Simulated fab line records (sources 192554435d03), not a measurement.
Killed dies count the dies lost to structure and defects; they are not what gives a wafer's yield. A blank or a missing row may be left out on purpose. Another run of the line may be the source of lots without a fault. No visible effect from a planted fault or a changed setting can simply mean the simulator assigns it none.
Which tool did it?	flow n5 finfet	24 wafers sampled from 8 lots at 1 step of a route of 1938

## WHAT EACH GAUGE READ, for each wafer
N5_FIN_SAQP_CD_MEAS_16 targets a cd of 35.6 nm. Usual: 35.6 nm for cd nm, sd 0.32.
lot	measured	on	cd nm (nm)	flag
L453	day 1 22:08	cd sem-01	35.6 35.6 35.8	
L461	day 3 22:50	cd sem-03	35.3 35.8 35.9	
L462	day 4 03:35	cd sem-03	35.8 35.8 35.5	
L467	day 5 11:11	cd sem-03	35.8 35.8 35.5	
L470	day 6 04:16	cd sem-01	35.6 35.8 35.7	
L472	day 6 15:48	cd sem-02	35.9 35.8 35.3	
L473	day 6 21:34	cd sem-02	35.1 35.7 36.0	
L474	day 7 04:46	cd sem-03	35.7 36.1 35.7	

## WHICH TOOL RAN EACH LOT (tool, then ch and the chambers of the sampled wafers, then the start)
There is no process step in the record ahead of these readings.

## WHAT THE TOOLS THEMSELVES READ (means of the sampled wafers that have a number; where no wafer has one, the mark that the record gives instead)
The record holds no such reading with a usual standard deviation.

## THE ANSWER, worked out from the rows above alone
Rule: a lot counts as off when the mean over its wafers that have a number is more than 3 standard deviations away from the usual mean. A lot without any number at a reading at which 4 lots or more have one is off too. All remaining lots with rows at the step are treated as sound. After the gauges, taken in route order, come the tools' own readings; for these a lot's mean is taken, as printed above. At the first step where some lot is off, the reading lying furthest off is the one used; lots without a number count as furthest.
Nothing can be told from this: no lot is off at any reading shown.

## WHAT THE SIMULATOR PUT IN
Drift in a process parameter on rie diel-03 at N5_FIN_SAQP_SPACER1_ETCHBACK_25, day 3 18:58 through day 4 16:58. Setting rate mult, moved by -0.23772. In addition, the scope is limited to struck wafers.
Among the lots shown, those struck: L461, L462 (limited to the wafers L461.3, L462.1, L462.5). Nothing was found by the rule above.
